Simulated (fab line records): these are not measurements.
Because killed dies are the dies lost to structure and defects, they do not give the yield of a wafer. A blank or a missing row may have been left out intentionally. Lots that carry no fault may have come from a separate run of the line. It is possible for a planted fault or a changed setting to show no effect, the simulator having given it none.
fab line records	flow nandHarc
[record] lots = 14	wafers = 42	lastDay = 34
route steps=1302 shown A_ONON_D2@552 END@1302
lots that met no fault: taken from a fault-free run of the same line
startH: hours from the record's opening day to when the first of the lot's shown wafers began	waitH: hours elapsed since this lot's preceding step	" the same as in the row above	L1.1+2: several wafers, shown together as one row	- no value, or no start given	* or withheld: withheld	< > ~ a bound
route shown NAME@n: a module of which the file shows steps, and the number in the route of the first	usual: mean/standard deviation of fault-free wafers	same: alike in all rows	chamber/n: place in a boat	sites: the reading at each site	_std_site: the values' standard deviation	_edge_site: the outer-site mean with the inner-site mean subtracted	radiusMm: how far each site lies from the wafer's centre	mask NAME#n: copy n	behind: the tool/chamber that last shaped the wafer	hold: cause of the lot's hold/its duration in hours/its outcome	device: names the non-switching transistor (n, p or np)	end of line: the same wafers' tests at the end of the route	a step with no rows: only its recipe	killed: the dies lost at the first sort to structure and to defects; this is not the yield of the wafer	map: a wafer's dies, marking killed ones x, the rest . and places with no die _
set.NAME: the setting that was run; set.NAME@STEP: the one run at that earlier step	model.NAME: the simulator's own value behind a step, which no gauge read
one table for each step of the route and one row for each wafer, over a sample of lots
services: the hour from which a tool's chamber was out of use, counted from the record's first day as startH (under 0 if before that day), plus the number of hours and why
[[steps]]
[step NHARC_A_ONON_D2_THK_MEAS_11]
[recipe] thkMeasGauge = ellipsometry
[usual] thkNm = 996/13
lot.wafer	tool	chamber	startH	waitH	thkNm
L937.1	filmMetro-02	-	275.78	-	1010
L937.2	"	-	"	"	1011
L937.3	"	-	"	"	1010
L939.3	filmMetro-01	-	285.99	-	993
L939.5	"	-	"	"	992
L939.6	"	-	"	"	992
L938.1	filmMetro-02	-	286.14	-	991
L938.2	"	-	"	"	995
L938.4	"	-	"	"	993
L943.1	filmMetro-02	-	332.92	-	999
L943.2	"	-	"	"	999
L943.4	"	-	"	"	998
L944.2	filmMetro-02	-	349.31	-	990
L944.3	"	-	"	"	990
L944.6	"	-	"	"	989
L946.2	filmMetro-01	-	376.27	-	1002
L946.4	"	-	"	"	1002
L946.5	"	-	"	"	1000
L949.2	filmMetro-02	-	404.23	-	982
L949.3	"	-	"	"	983
L949.5	"	-	"	"	982
L952.1	filmMetro-01	-	419.22	-	980
L952.2	"	-	"	"	978
L952.4	"	-	"	"	977
L953.2	filmMetro-02	-	438.70	-	979
L953.3	"	-	"	"	978
L953.6	"	-	"	"	980
L955.1	filmMetro-02	-	463.11	-	1013
L955.5	"	-	"	"	1015
L955.6	"	-	"	"	1015
L957.3	filmMetro-02	-	485.72	-	1007
L957.4	"	-	"	"	1008
L957.5	"	-	"	"	1007
L959.3	filmMetro-02	-	493.04	-	1024
L959.4	"	-	"	"	1024
L959.5	"	-	"	"	1025
L958.1	filmMetro-02	-	493.10	-	1000
L958.4	"	-	"	"	1000
L958.5	"	-	"	"	1000
L960.1	filmMetro-01	-	502.01	-	1001
L960.4	"	-	"	"	1001
L960.5	"	-	"	"	999
[step NHARC_A_ONON_D2_DEP_25]
[recipe] targetThkA = 10000	n2FlowSccm = 2750	n2oFlowSccm = 2000	nh3FlowSccm = 500	sih4FlowSccm = 210	tempC = 400
[usual] sih4FlowSccm = 209.9/0.63
lot.wafer	tool	chamber	startH	waitH	sih4FlowSccm
L937.1	pecvdOnon-01	0	285.83	0.1	210.9
L937.2	"	0	"	"	210.2
L937.3	"	0	"	"	210.0
L938.1	pecvdOnon-03	0	295.51	0.1	209.6
L938.2	"	0	"	"	210.9
L938.4	"	0	"	"	209.4
L939.3	pecvdOnon-01	0	295.62	0.2	209.7
L939.5	"	0	"	"	209.8
L939.6	"	0	"	"	209.9
L943.1	pecvdOnon-01	0	345.14	0.1	167.2
L943.2	"	0	"	"	168.5
L943.4	"	0	"	"	168.4
L944.2	pecvdOnon-01	0	358.68	0.1	168.3
L944.3	"	0	"	"	167.1
L944.6	"	0	"	"	168.9
L946.2	pecvdOnon-04	0	385.69	0.1	209.4
L946.4	"	0	"	"	209.6
L946.5	"	0	"	"	209.3
L949.2	pecvdOnon-04	0	413.79	0.1	210.9
L949.3	"	0	"	"	210.2
L949.5	"	0	"	"	210.3
L952.1	pecvdOnon-03	0	428.36	0.1	210.0
L952.2	"	0	"	"	209.4
L952.4	"	0	"	"	210.2
L953.2	pecvdOnon-03	0	447.95	0.1	209.7
L953.3	"	0	"	"	209.0
L953.6	"	0	"	"	209.7
L955.1	pecvdOnon-01	0	472.90	0.1	210.0
L955.5	"	0	"	"	209.1
L955.6	"	0	"	"	209.3
L957.3	pecvdOnon-01	0	495.35	0.2	210.4
L957.4	"	0	"	"	209.9
L957.5	"	0	"	"	209.3
L958.1	pecvdOnon-03	0	506.52	0.1	211.2
L958.4	"	0	"	"	210.5
L958.5	"	0	"	"	210.6
L959.3	pecvdOnon-01	0	506.64	0.2	210.1
L959.4	"	0	"	"	210.2
L959.5	"	0	"	"	209.1
L960.1	pecvdOnon-01	0	514.53	0.1	209.6
L960.4	"	0	"	"	209.2
L960.5	"	0	"	"	208.4
[step NHARC_A_ONON_D2_DEP_33]
[recipe] targetThkA = 2000	tempC = 400	pressureTorr = 6.5	rfW = 900	teosFlowSccm = 161.4	flowSccm = 2650	targetThkNm = 200	gas = O2	material = SiO2
[usual] heaterPowerW = 598/100	throttleValvePct = 15.9/0.47
lot.wafer	tool	chamber	startH	waitH	heaterPowerW	sinceWetCleanH	throttleValvePct
L937.3	pecvd-02	1	286.96	0.1	679	47	16.5
L937.1	"	2	"	"	371	47	15.5
L937.2	"	0	"	"	641	47	16.4
L939.3	pecvd-04	1	296.63	0.1	711	15	15.2
L939.5	"	1	"	"	728	-	15.2
L939.6	"	2	"	"	626	-	16.3
L938.1	pecvd-02	1	296.65	0.1	683	57	16.5
L938.2	"	2	"	"	385	57	15.2
L938.4	"	0	"	"	729	-	16.3
L943.1	pecvd-02	2	346.27	0.1	430	106	15.5
L943.2	"	0	"	"	702	106	16.6
L943.4	"	0	"	"	694	-	16.2
L944.3	pecvd-01	1	359.79	0.1	624	36	15.3
L944.2	"	2	"	"	658	36	15.0
L944.6	"	2	"	"	668	-	15.4
L946.2	pecvd-04	0	386.95	0.2	493	105	15.9
L946.4	"	1	"	"	716	-	15.4
L946.5	"	2	"	"	698	-	16.5
L949.2	pecvd-04	1	415.01	0.2	704	133	15.6
L949.3	"	2	"	"	692	133	16.4
L949.5	"	2	"	"	548	-	16.3
L952.1	pecvd-01	0	429.50	0.1	551	106	15.9
L952.2	"	2	"	"	734	106	15.1
L952.4	"	1	"	"	587	-	15.5
L953.3	pecvd-02	0	449.02	0.1	615	28	15.9
L953.2	"	2	"	"	475	28	15.9
L953.6	"	1	"	"	593	-	16.3
L955.1	pecvd-02	2	474.12	0.1	374	53	15.7
L955.6	"	0	"	"	704	-	15.8
L955.5	"	2	"	"	395	-	15.8
L957.3	pecvd-02	1	496.37	0.1	592	75	17.0
L957.5	"	2	"	"	492	-	15.5
L957.4	"	0	"	"	711	-	16.1
L959.3	pecvd-02	0	507.66	0.1	551	87	16.1
L959.5	"	0	"	"	559	-	15.7
L959.4	"	2	"	"	399	-	15.8
L958.1	pecvd-01	0	507.74	0.1	485	3	15.7
L958.5	"	1	"	"	666	-	15.5
L958.4	"	0	"	"	488	-	15.5
L960.1	pecvd-04	2	515.66	0.1	621	53	16.8
L960.4	"	2	"	"	628	-	16.5
L960.5	"	0	"	"	520	-	15.9
[step NHARC_A_ONON_D2_INSPECT_32]
[usual] rawDefectCount = 394/150
lot.wafer	tool	chamber	startH	waitH	rawDefectCount
L937.1	defectInspect-01	-	287.45	0.0	478
L937.2	"	-	"	"	653
L937.3	"	-	"	"	402
L939.3	defectInspect-02	-	297.11	0.0	722
L939.5	"	-	"	"	515
L939.6	"	-	"	"	481
L938.1	defectInspect-01	-	297.13	0.0	405
L938.2	"	-	"	"	488
L938.4	"	-	"	"	360
L943.1	defectInspect-01	-	346.75	0.0	499
L943.2	"	-	"	"	623
L943.4	"	-	"	"	526
L944.2	defectInspect-01	-	360.23	0.0	184
L944.3	"	-	"	"	259
L944.6	"	-	"	"	354
L946.2	defectInspect-02	-	387.44	0.0	587
L946.4	"	-	"	"	510
L946.5	"	-	"	"	641
L949.2	defectInspect-01	-	415.51	0.0	326
L949.3	"	-	"	"	225
L949.5	"	-	"	"	236
L952.1	defectInspect-01	-	429.97	0.0	237
L952.2	"	-	"	"	262
L952.4	"	-	"	"	462
L953.2	defectInspect-02	-	449.52	0.0	262
L953.3	"	-	"	"	373
L953.6	"	-	"	"	223
L955.1	defectInspect-02	-	474.51	0.0	211
L955.5	"	-	"	"	206
L955.6	"	-	"	"	225
L957.3	defectInspect-01	-	496.87	0.0	265
L957.4	"	-	"	"	289
L957.5	"	-	"	"	333
L959.3	defectInspect-01	-	508.14	0.0	204
L959.4	"	-	"	"	361
L959.5	"	-	"	"	323
L958.1	defectInspect-02	-	508.15	0.0	696
L958.4	"	-	"	"	463
L958.5	"	-	"	"	497
L960.1	defectInspect-01	-	516.16	0.0	256
L960.4	"	-	"	"	168
L960.5	"	-	"	"	269
[step NHARC_END_SORT_01]
[recipe] tempC = 25
[usual] killedAtArray = 52/17	killedAtOther = 0.8/1.1	killedAtPeriphery = 3.2/2.2	killedDies = 57/17	killedOpen = 3.4/1.8	killedShort = 2.4/1.6
[same] grossDies = 677
lot.wafer	tool	chamber	startH	waitH	killedAtArray	killedAtOther	killedAtPeriphery	killedDies	killedOpen	killedShort
L937.1	prober-02	0	565.60	2.5	74	2	5	81	4	6
L937.2	prober-02	0	566.41	2.8	54	3	4	61	5	1
L937.3	prober-02	0	567.21	3.1	57	0	7	64	3	1
L938.1	prober-01	0	565.62	2.5	72	1	4	77	4	1
L938.2	prober-01	0	566.42	2.8	72	1	5	78	3	0
L938.4	prober-01	0	568.02	3.4	64	0	3	67	2	3
L939.3	prober-01	0	577.30	3.1	21	1	4	26	0	3
L939.5	prober-01	0	578.90	3.7	20	0	2	22	4	2
L939.6	prober-01	0	579.69	4.0	22	0	4	26	1	2
L943.1	prober-02	0	619.43	2.5	60	1	4	65	6	4
L943.2	prober-02	0	620.23	2.8	55	0	3	58	4	3
L943.4	prober-02	0	621.82	3.4	44	1	2	47	4	1
L944.2	prober-02	0	632.39	2.8	35	0	3	38	2	2
L944.3	prober-02	0	633.19	3.1	40	0	5	45	2	1
L944.6	prober-02	0	635.57	4.0	44	0	4	48	0	4
L946.2	prober-01	0	656.51	2.8	72	1	0	73	2	0
L946.4	prober-01	0	658.11	3.4	76	1	2	79	4	2
L946.5	prober-01	0	658.90	3.7	72	2	1	75	6	2
L949.2	prober-02	0	688.75	2.8	63	1	4	68	4	3
L949.3	prober-02	0	689.56	3.1	58	2	1	61	2	3
L949.5	prober-02	0	691.18	3.7	48	0	3	51	3	2
L952.1	prober-01	0	702.38	2.5	63	1	6	70	6	3
L952.2	prober-01	0	703.18	2.8	38	3	5	46	2	0
L952.4	prober-01	0	704.80	3.4	55	3	10	68	4	2
L953.2	prober-02	0	710.93	2.8	50	0	3	53	4	3
L953.3	prober-02	0	711.73	3.1	46	0	0	46	3	2
L955.1	prober-02	0	742.24	2.5	81	0	6	87	2	3
L955.5	prober-02	0	745.44	3.7	66	3	5	74	5	5
L955.6	prober-02	0	746.24	4.0	83	0	6	89	5	1
L957.3	prober-02	0	766.82	3.1	41	0	0	41	5	3
L957.4	prober-02	0	767.61	3.4	52	2	4	58	4	2
L957.5	prober-02	0	768.39	3.6	53	1	1	55	5	0
L958.1	prober-02	0	782.36	2.5	38	0	4	42	4	3
L958.4	prober-02	0	784.75	3.4	30	0	2	32	3	3
L958.5	prober-02	0	785.55	3.7	31	1	4	36	5	3
L959.3	prober-01	0	794.41	3.1	62	0	2	64	4	5
L959.4	prober-01	0	795.21	3.4	58	1	3	62	3	1
L959.5	prober-01	0	796.01	3.7	64	0	4	68	2	1
L960.1	prober-02	0	803.35	2.5	43	0	8	51	2	1
L960.4	prober-02	0	805.71	3.4	40	0	1	41	3	2
L960.5	prober-02	0	806.50	3.6	49	0	7	56	4	3
// killed by level:class
L937.1 A_CHANNEL_HOLE_D1:chamberFilmFlake=36 A_SLIT:chamberFilmFlake=21 A_STAIRCASE:chamberFilmFlake=3 A_CHANNEL_FILL_D1:geometricParticle:short=2 A_CHANNEL_FILL_D2:geometricParticle:short=2 P_M1:chamberFilmFlake=2 A_CHANNEL_HOLE_D2:chamberFilmFlake=2 A_CONTACT:chamberFilmFlake=2
L938.1 A_CHANNEL_HOLE_D1:chamberFilmFlake=35 A_CHANNEL_HOLE_D2:chamberFilmFlake=19 A_CONTACT:chamberFilmFlake=7 A_STAIRCASE:chamberFilmFlake=5 P_M2:chamberFilmFlake=2 P_M1:geometricParticle:open=1 A_ONON_D2:geometricParticle:open=1 A_SGD_CUT:geometricParticle:short=1
L937.2 A_CHANNEL_HOLE_D1:chamberFilmFlake=25 A_SLIT:chamberFilmFlake=12 A_CHANNEL_HOLE_D2:chamberFilmFlake=4 A_CONTACT:chamberFilmFlake=3 THIN_TSV:chamberFilmFlake=3 P_M1:chamberFilmFlake=2 A_STAIRCASE:chamberFilmFlake=2 P_CONTACT:geometricParticle:open=1
L938.2 A_CHANNEL_HOLE_D2:chamberFilmFlake=31 A_CHANNEL_HOLE_D1:chamberFilmFlake=23 A_STAIRCASE:chamberFilmFlake=5 A_CONTACT:chamberFilmFlake=5 A_ZERO_WELL:chamberFilmFlake=4 P_STI:chamberFilmFlake=2 P_GATE:geometricParticle:open=1 A_ONON_D2:geometricParticle:open=1
L937.3 A_CHANNEL_HOLE_D1:chamberFilmFlake=25 A_SLIT:chamberFilmFlake=18 P_M1:chamberFilmFlake=4 A_CHANNEL_HOLE_D2:chamberFilmFlake=4 A_ZERO_WELL:chamberFilmFlake=3 A_CONTACT:chamberFilmFlake=3 P_M0:geometricParticle:open=1 A_CHANNEL_FILL_D2:geometricParticle:short=1
L938.4 A_CHANNEL_HOLE_D1:chamberFilmFlake=23 A_CHANNEL_HOLE_D2:chamberFilmFlake=22 A_CONTACT:chamberFilmFlake=8 A_WL_FILL:chamberFilmFlake=3 P_BONDPAD:geometricParticle:open=1 A_SOURCE_PLATE:geometricParticle:short=1 A_ONON_D1:geometricParticle:open=1 A_DECK1_JOINT:geometricParticle:short=1
L939.3 A_CONTACT:chamberFilmFlake=7 A_STAIRCASE:chamberFilmFlake=4 A_DECK1_JOINT:chamberFilmFlake=3 A_CHANNEL_HOLE_D2:chamberFilmFlake=2 P_M0:geometricParticle:short=1 A_DECK1_JOINT:geometricParticle:short=1 A_SGD_CUT:geometricParticle:short=1 P_ZERO_WELL:chamberFilmFlake=1
L939.5 A_CHANNEL_HOLE_D2:chamberFilmFlake=7 A_DECK1_JOINT:chamberFilmFlake=3 A_STAIRCASE:chamberFilmFlake=3 P_M0:geometricParticle:open=2 A_WL_FILL:geometricParticle:short=2 A_CHANNEL_HOLE_D1:geometricParticle:open=1 A_CONTACT:geometricParticle:open=1 A_CHANNEL_HOLE_D1:chamberFilmFlake=1
L939.6 A_CHANNEL_HOLE_D2:chamberFilmFlake=7 A_STAIRCASE:chamberFilmFlake=4 A_CONTACT:chamberFilmFlake=3 P_STI:chamberFilmFlake=2 A_CHANNEL_HOLE_D1:chamberFilmFlake=2 A_CHANNEL_FILL_D1:geometricParticle:open=1 A_DECK1_JOINT:geometricParticle:short=1 A_ONON_D2:geometricParticle:short=1
L943.1 A_CHANNEL_HOLE_D1:chamberFilmFlake=30 A_CHANNEL_HOLE_D2:chamberFilmFlake=13 A_SLIT:chamberFilmFlake=4 A_CONTACT:chamberFilmFlake=3 A_ONON_D1:geometricParticle:open=2 A_M0:geometricParticle:open=2 P_GATE:geometricParticle:short=1 P_CONTACT:geometricParticle:short=1
L943.2 A_CHANNEL_HOLE_D1:chamberFilmFlake=25 A_CHANNEL_HOLE_D2:chamberFilmFlake=16 A_SLIT:chamberFilmFlake=4 A_CONTACT:chamberFilmFlake=3 A_CHANNEL_FILL_D1:geometricParticle:short=2 P_GATE:geometricParticle:open=1 P_M0:geometricParticle:open=1 A_ONON_D1:geometricParticle:open=1
L943.4 A_CHANNEL_HOLE_D1:chamberFilmFlake=22 A_CHANNEL_HOLE_D2:chamberFilmFlake=7 A_CONTACT:chamberFilmFlake=5 A_M1:geometricParticle:open=3 A_ZERO_WELL:chamberFilmFlake=2 A_CHANNEL_FILL_D1:geometricParticle:open=1 A_CHANNEL_FILL_D2:geometricParticle:short=1 P_ZERO_WELL:chamberFilmFlake=1
L944.2 A_CHANNEL_HOLE_D2:chamberFilmFlake=24 A_CHANNEL_HOLE_D1:chamberFilmFlake=2 A_CHANNEL_FILL_D1:chamberFilmFlake=2 A_ONON_D2:geometricParticle:short=1 A_ONON_D2:geometricParticle:open=1 A_WL_FILL:geometricParticle:short=1 A_CONTACT:geometricParticle:open=1 P_STI:chamberFilmFlake=1
L944.3 A_CHANNEL_HOLE_D2:chamberFilmFlake=24 A_CHANNEL_HOLE_D1:chamberFilmFlake=7 A_CONTACT:chamberFilmFlake=4 P_GATE:chamberFilmFlake=2 A_STAIRCASE:chamberFilmFlake=2 P_CONTACT:geometricParticle:open=1 A_CHANNEL_FILL_D1:geometricParticle:open=1 A_WL_FILL:geometricParticle:short=1
L944.6 A_CHANNEL_HOLE_D2:chamberFilmFlake=33 A_CONTACT:chamberFilmFlake=4 P_GATE:chamberFilmFlake=3 A_WL_FILL:geometricParticle:short=2 A_STAIRCASE:chamberFilmFlake=2 A_CHANNEL_FILL_D1:geometricParticle:short=1 A_M0:geometricParticle:short=1 P_M0:chamberFilmFlake=1
L946.2 A_CHANNEL_HOLE_D1:chamberFilmFlake=35 A_SLIT:chamberFilmFlake=22 A_ZERO_WELL:chamberFilmFlake=4 A_CONTACT:chamberFilmFlake=3 A_STAIRCASE:chamberFilmFlake=3 A_ONON_D2:geometricParticle:open=2 A_CHANNEL_FILL_D2:chamberFilmFlake=2 A_DECK1_JOINT:chamberFilmFlake=1
L946.4 A_SLIT:chamberFilmFlake=32 A_CHANNEL_HOLE_D1:chamberFilmFlake=22 A_ZERO_WELL:chamberFilmFlake=4 A_CHANNEL_FILL_D2:chamberFilmFlake=4 A_CONTACT:chamberFilmFlake=3 A_DECK1_JOINT:chamberFilmFlake=2 P_GATE:geometricParticle:open=1 A_ONON_D1:geometricParticle:open=1
L946.5 A_SLIT:chamberFilmFlake=29 A_CHANNEL_HOLE_D1:chamberFilmFlake=27 A_ZERO_WELL:chamberFilmFlake=4 A_CHANNEL_FILL_D1:geometricParticle:open=2 THIN_TSV:chamberFilmFlake=2 A_STAIRCASE:chamberFilmFlake=2 P_M0:geometricParticle:open=1 A_ONON_D1:geometricParticle:short=1
L949.2 A_SLIT:chamberFilmFlake=26 A_CHANNEL_HOLE_D1:chamberFilmFlake=9 A_STAIRCASE:chamberFilmFlake=8 A_CONTACT:chamberFilmFlake=5 A_CHANNEL_HOLE_D2:chamberFilmFlake=4 A_BLC:geometricParticle:short=2 P_BONDPAD:chamberFilmFlake=2 A_SGD_CUT:chamberFilmFlake=2
L949.3 A_SLIT:chamberFilmFlake=23 A_CHANNEL_HOLE_D1:chamberFilmFlake=12 A_CHANNEL_HOLE_D2:chamberFilmFlake=5 A_CONTACT:chamberFilmFlake=5 A_STAIRCASE:chamberFilmFlake=4 A_SGD_CUT:chamberFilmFlake=2 HYBRID_BOND:chamberFilmFlake=2 P_CONTACT:geometricParticle:open=1
L949.5 A_SLIT:chamberFilmFlake=18 A_CHANNEL_HOLE_D2:chamberFilmFlake=7 A_CHANNEL_HOLE_D1:chamberFilmFlake=5 A_STAIRCASE:chamberFilmFlake=5 A_CONTACT:chamberFilmFlake=3 P_GATE:chamberFilmFlake=2 A_ONON_D1:geometricParticle:short=1 A_CHANNEL_HOLE_D2:geometricParticle:open=1
L952.1 A_SLIT:chamberFilmFlake=25 A_CHANNEL_HOLE_D2:chamberFilmFlake=17 A_CHANNEL_HOLE_D1:chamberFilmFlake=6 A_BLC:geometricParticle:open=3 P_CONTACT:chamberFilmFlake=3 A_CHANNEL_FILL_D1:chamberFilmFlake=2 A_STAIRCASE:chamberFilmFlake=2 A_WL_FILL:chamberFilmFlake=2
L952.2 A_SLIT:chamberFilmFlake=18 A_CHANNEL_HOLE_D2:chamberFilmFlake=9 A_CHANNEL_HOLE_D1:chamberFilmFlake=3 A_BLC:chamberFilmFlake=3 THIN_TSV:chamberFilmFlake=3 P_CONTACT:chamberFilmFlake=2 A_CHANNEL_FILL_D1:chamberFilmFlake=2 P_CONTACT:geometricParticle:open=1
L952.4 A_CHANNEL_HOLE_D2:chamberFilmFlake=22 A_SLIT:chamberFilmFlake=22 P_CONTACT:chamberFilmFlake=8 A_CHANNEL_HOLE_D1:chamberFilmFlake=4 THIN_TSV:chamberFilmFlake=3 A_CHANNEL_HOLE_D2:geometricParticle:open=2 P_GATE:geometricParticle:open=1 A_ONON_D2:geometricParticle:short=1
L953.2 A_CHANNEL_HOLE_D1:chamberFilmFlake=32 A_WL_FILL:chamberFilmFlake=5 A_M0:geometricParticle:open=3 A_SLIT:chamberFilmFlake=3 A_CONTACT:chamberFilmFlake=2 P_M0:geometricParticle:open=1 A_CHANNEL_HOLE_D1:geometricParticle:short=1 A_WL_FILL:geometricParticle:short=1
L953.3 A_CHANNEL_HOLE_D1:chamberFilmFlake=30 A_SLIT:chamberFilmFlake=7 A_SOURCE_PLATE:geometricParticle:short=1 A_SOURCE_PLATE:geometricParticle:open=1 A_CHANNEL_FILL_D1:geometricParticle:open=1 A_CHANNEL_FILL_D2:geometricParticle:short=1 A_M0:geometricParticle:open=1 A_ZERO_WELL:chamberFilmFlake=1
L955.1 A_CHANNEL_HOLE_D1:chamberFilmFlake=33 A_SLIT:chamberFilmFlake=21 A_CHANNEL_HOLE_D2:chamberFilmFlake=14 A_WL_FILL:chamberFilmFlake=7 P_M1:chamberFilmFlake=3 A_M0:geometricParticle:short=2 P_M1:geometricParticle:open=1 A_CHANNEL_FILL_D1:geometricParticle:short=1
L955.5 A_SLIT:chamberFilmFlake=21 A_CHANNEL_HOLE_D1:chamberFilmFlake=19 A_CHANNEL_HOLE_D2:chamberFilmFlake=9 P_M1:chamberFilmFlake=4 A_WL_FILL:chamberFilmFlake=3 THIN_TSV:chamberFilmFlake=3 A_CHANNEL_FILL_D2:geometricParticle:short=2 A_WL_FILL:geometricParticle:short=2
L955.6 A_CHANNEL_HOLE_D1:chamberFilmFlake=32 A_SLIT:chamberFilmFlake=26 A_CHANNEL_HOLE_D2:chamberFilmFlake=10 P_M1:chamberFilmFlake=4 A_STAIRCASE:chamberFilmFlake=4 A_WL_FILL:chamberFilmFlake=3 A_CONTACT:chamberFilmFlake=2 P_CONTACT:geometricParticle:short=1
L957.3 A_SLIT:chamberFilmFlake=21 A_CHANNEL_HOLE_D1:chamberFilmFlake=10 A_WL_FILL:geometricParticle:open=2 A_CONTACT:chamberFilmFlake=2 A_CHANNEL_FILL_D1:geometricParticle:short=1 A_CHANNEL_FILL_D2:geometricParticle:short=1 A_CHANNEL_FILL_D2:geometricParticle:open=1 A_SGD_CUT:geometricParticle:open=1
L957.4 A_SLIT:chamberFilmFlake=40 A_CHANNEL_HOLE_D1:chamberFilmFlake=8 A_CONTACT:chamberFilmFlake=2 P_STI:geometricParticle:open=1 P_GATE:geometricParticle:open=1 P_CONTACT:geometricParticle:open=1 A_CHANNEL_FILL_D1:geometricParticle:short=1 A_M0:geometricParticle:short=1
L957.5 A_SLIT:chamberFilmFlake=32 A_CHANNEL_HOLE_D1:chamberFilmFlake=11 A_CONTACT:chamberFilmFlake=5 P_CONTACT:geometricParticle:open=1 A_DECK1_JOINT:geometricParticle:open=1 A_CHANNEL_FILL_D2:geometricParticle:open=1 A_WL_FILL:geometricParticle:open=1 A_M1:geometricParticle:open=1
L958.1 A_CHANNEL_HOLE_D1:chamberFilmFlake=12 A_SLIT:chamberFilmFlake=6 A_M0:chamberFilmFlake=5 A_STAIRCASE:chamberFilmFlake=4 A_CONTACT:chamberFilmFlake=3 A_CHANNEL_FILL_D1:geometricParticle:open=2 P_STI:chamberFilmFlake=2 P_CONTACT:geometricParticle:open=1
L958.4 A_CHANNEL_HOLE_D1:chamberFilmFlake=13 A_SLIT:chamberFilmFlake=5 A_M0:chamberFilmFlake=3 A_CHANNEL_FILL_D1:geometricParticle:short=2 A_CHANNEL_HOLE_D2:chamberFilmFlake=2 P_CONTACT:geometricParticle:open=1 P_M2:geometricParticle:short=1 A_CHANNEL_FILL_D1:geometricParticle:open=1
L958.5 A_CHANNEL_HOLE_D1:chamberFilmFlake=13 A_SLIT:chamberFilmFlake=9 A_M0:chamberFilmFlake=3 A_WL_FILL:geometricParticle:open=2 P_GATE:geometricParticle:open=1 P_M1:geometricParticle:short=1 A_ONON_D1:geometricParticle:open=1 A_ONON_D2:geometricParticle:open=1
L959.3 A_SLIT:chamberFilmFlake=24 A_CHANNEL_HOLE_D2:chamberFilmFlake=20 A_CONTACT:chamberFilmFlake=3 A_CHANNEL_HOLE_D1:chamberFilmFlake=2 A_DECK1_JOINT:chamberFilmFlake=2 A_STAIRCASE:chamberFilmFlake=2 A_WL_FILL:chamberFilmFlake=2 P_M0:geometricParticle:open=1
L959.4 A_SLIT:chamberFilmFlake=31 A_CHANNEL_HOLE_D2:chamberFilmFlake=19 A_CONTACT:chamberFilmFlake=3 P_CONTACT:geometricParticle:open=1 P_M0:geometricParticle:open=1 A_SOURCE_PLATE:geometricParticle:short=1 A_ONON_D1:geometricParticle:open=1 P_ZERO_WELL:chamberFilmFlake=1
L959.5 A_SLIT:chamberFilmFlake=36 A_CHANNEL_HOLE_D2:chamberFilmFlake=17 A_CONTACT:chamberFilmFlake=6 P_M0:chamberFilmFlake=2 P_CONTACT:geometricParticle:open=1 A_CHANNEL_FILL_D1:geometricParticle:short=1 A_CONTACT:geometricParticle:open=1 P_ZERO_WELL:chamberFilmFlake=1
L960.1 A_CHANNEL_HOLE_D2:chamberFilmFlake=21 A_SLIT:chamberFilmFlake=12 A_CONTACT:chamberFilmFlake=5 P_ZERO_WELL:chamberFilmFlake=2 P_STI:chamberFilmFlake=2 P_M2:chamberFilmFlake=2 P_GATE:geometricParticle:open=1 A_CHANNEL_FILL_D2:geometricParticle:open=1
L960.4 A_CHANNEL_HOLE_D2:chamberFilmFlake=20 A_SLIT:chamberFilmFlake=7 A_CONTACT:chamberFilmFlake=3 A_STAIRCASE:chamberFilmFlake=2 P_M0:geometricParticle:open=1 A_CHANNEL_HOLE_D1:geometricParticle:short=1 A_DECK1_JOINT:geometricParticle:short=1 A_ONON_D2:geometricParticle:open=1
L960.5 A_CHANNEL_HOLE_D2:chamberFilmFlake=20 A_CONTACT:chamberFilmFlake=11 A_SLIT:chamberFilmFlake=9 P_M2:chamberFilmFlake=3 P_STI:chamberFilmFlake=2 A_CHANNEL_HOLE_D1:chamberFilmFlake=2 P_CONTACT:geometricParticle:open=1 P_M0:geometricParticle:short=1
[[services]]
tool	chamber	startH	hours	kind
pecvd-04	-	269.11	13.0	pm
pecvd-04	0	269.11	13.0	ventCycle
pecvd-04	1	269.11	13.0	ventCycle
pecvd-04	2	269.11	13.0	ventCycle
pecvdOnon-01	-	269.31	13.0	pm
pecvd-04	0	282.11	-	clean
pecvd-04	1	282.11	-	clean
pecvd-01	-	311.00	13.0	pm
pecvdOnon-04	-	311.04	13.0	pm
pecvd-02	-	341.51	0.5	repair
pecvd-04	-	359.34	0.5	repair
pecvd-02	0	391.83	6.5	repair
pecvd-02	-	408.16	13.0	pm
pecvd-02	0	408.16	13.6	ventCycle
pecvd-02	1	408.16	13.0	ventCycle
pecvd-02	2	408.16	13.0	ventCycle
pecvdOnon-03	-	408.25	13.0	pm
pecvd-02	1	421.16	-	clean
pecvd-02	2	421.16	-	clean
pecvd-04	-	450.11	13.0	pm
pecvdOnon-01	-	450.31	13.0	pm
pecvd-01	-	492.00	13.0	pm
pecvdOnon-04	-	492.31	13.0	pm
pecvdOnon-03	-	512.01	2.1	repair
[[key]]
[firstSign] step = NHARC_A_ONON_D2_DEP_25	reading = sih4FlowSccm	direction = down	sigmas = 67	usual = 209.9	struck = 168.1
effect none on later readings
metAt NHARC_A_ONON_D2_DEP_25
struckLots L943,L944
testerLeftOut L943,L944
notActingAt NHARC_A_ONON_D2_THK_MEAS_11,NHARC_A_ONON_D2_DEP_33,NHARC_A_ONON_D2_INSPECT_32
onsetBetween 295.62 345.14
[fault] kind = processParameterDrift	tool = pecvdOnon-01	chamber = -	onsetH = 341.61	steps = NHARC_A_ONON_D2_DEP_25	channel = sih4FlowSccm	offset = -42	shape = step	endH = 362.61	actsIn = theseRecipesOnly	stated = 210
// testerLeftOut: of these lots the tester's yield and bins aren't shown, on N5 and GAA mostly nor the transistor test; their killed dies are dies lost to structure and defects alone, not to doping, threshold or leakage, so they don't give the yield
